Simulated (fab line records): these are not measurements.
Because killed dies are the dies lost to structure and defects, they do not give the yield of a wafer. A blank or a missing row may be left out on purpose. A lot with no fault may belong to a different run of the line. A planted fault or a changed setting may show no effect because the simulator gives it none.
Matching of chambers	flow nand_harc	NHARC_A_STAIRCASE_DEP_417 on pecvd-03 has 3 sister chambers
The step deposits Si3N4, target thk 60 nm. 16 wafers are shown with their chamber, then 8 later ones without.

## WAFERS PAIRED WITH THEIR CHAMBERS
wafer	chamber	heater_power_w (W)	heater_power_outer_w (W)
L074.1	1	684	423
L074.2	0	747	452
L074.5	0	747	459
L078.4	1	805	502
L078.5	0	737	442
L078.6	2	905	516
L079.3	2	838	465
L079.4	0	713	441
L079.6	0	725	434
L081.2	1	807	496
L081.4	2	880	510
L081.5	0	835	505
L087.1	0	806	477
L087.2	2	797	461
L087.6	0	804	476
L089.2	2	843	481

SIGNATURES (averages over the wafers above)
reading	chamber 0	chamber 1	chamber 2	scatter within a chamber
heater_power_w	764.25	765.33	852.60	48.6
heater_power_outer_w	460.75	473.67	486.60	28.3
Rule: for each reading, subtract the chamber's mean from the wafer's reading, divide by that reading's scatter and square the result; add these up over the readings and take the root, which gives the wafer's distance from the chamber. If the next closest chamber is less than 2 further off than the closest, the wafer can't be placed; otherwise it belongs to the closest. The scatter: take each reading less its chamber's mean, square it, sum over the shown wafers, divide by the number of wafers less the number of chambers, and take the root.

## WAFERS WITHOUT THEIR CHAMBER
wafer	heater_power_w (W)	heater_power_outer_w (W)
L089.4	850	478
L089.5	769	465
L092.1	702	411
L092.3	829	503
L092.5	835	512
L094.1	804	464
L094.4	749	455
L094.5	814	451

## WHICH CHAMBER EACH WENT THROUGH
wafer	from the rows above	in truth
L089.4	can't be placed: 2 or 1 or 0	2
L089.5	can't be placed: 0 or 1 or 2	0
L092.1	can't be placed: 0 or 1 or 2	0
L092.3	can't be placed: 2 or 1 or 0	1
L092.5	can't be placed: 2 or 1 or 0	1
L094.1	can't be placed: 0 or 1 or 2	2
L094.4	can't be placed: 0 or 1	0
L094.5	can't be placed: 0 or 1 or 2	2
Correctly placed: 0 of 8. Can't be placed from these rows: 8 (the true chamber is among the candidates in 8). 0 placed wrongly.
